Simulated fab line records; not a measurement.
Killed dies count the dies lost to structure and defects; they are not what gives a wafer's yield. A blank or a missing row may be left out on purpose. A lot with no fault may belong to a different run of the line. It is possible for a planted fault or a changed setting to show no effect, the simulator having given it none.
Matching of chambers -- flow n5 finfet -- 4 sister chambers for N5_BEOL_M0_SAQP_MANDREL1_REMOVE_100 on rie si-04
The step chemistry HBr/Cl2/O2, target a-Si, stops on SiNx, bt time 10 s. 4 wafers are shown with their chamber, then 8 later ones without.

## WAFERS PAIRED WITH THEIR CHAMBERS
wafer,chamber,oes product au (a.u.)
L083.2,0,0.977
L091.4,2,0.997
L091.6,3,1.016
L090.1,1,1.021

## WAFERS MISSING THEIR CHAMBER
wafer,oes product au (a.u.)
L090.5,1.000
L090.6,1.026
L093.3,0.988
L093.4,1.011
L093.5,0.979
L096.1,0.979
L096.2,0.986
L096.3,1.026

## WHICH CHAMBER EACH WENT THROUGH
wafer,from the rows above,in truth
L090.5,2,2
L090.6,can't be placed: 1 or 3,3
L093.3,can't be placed: 2 or 0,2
L093.4,can't be placed: 3 or 1 or 2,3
L093.5,0,0
L096.1,0,0
L096.2,can't be placed: 0 or 2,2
L096.3,can't be placed: 1 or 3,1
3 of 8 placed correctly. Not placeable from these rows: 5 (in 5, the candidates include the true chamber). Wrongly placed: 0.
How it was worked out, from the rows above alone: a wafer's distance from a chamber is the root of the sum, over the readings, of the square of ((its reading less the chamber's mean) divided by the reading's scatter). The wafer belongs to the nearest chamber; if the next one is less than 2 further off, it can't be placed. The mean given for a chamber averages the wafers shown for that chamber. The scatter (one wafer shown for each chamber): square how far every hidden wafer sits from the nearest shown wafer, average those squares and take the square root.
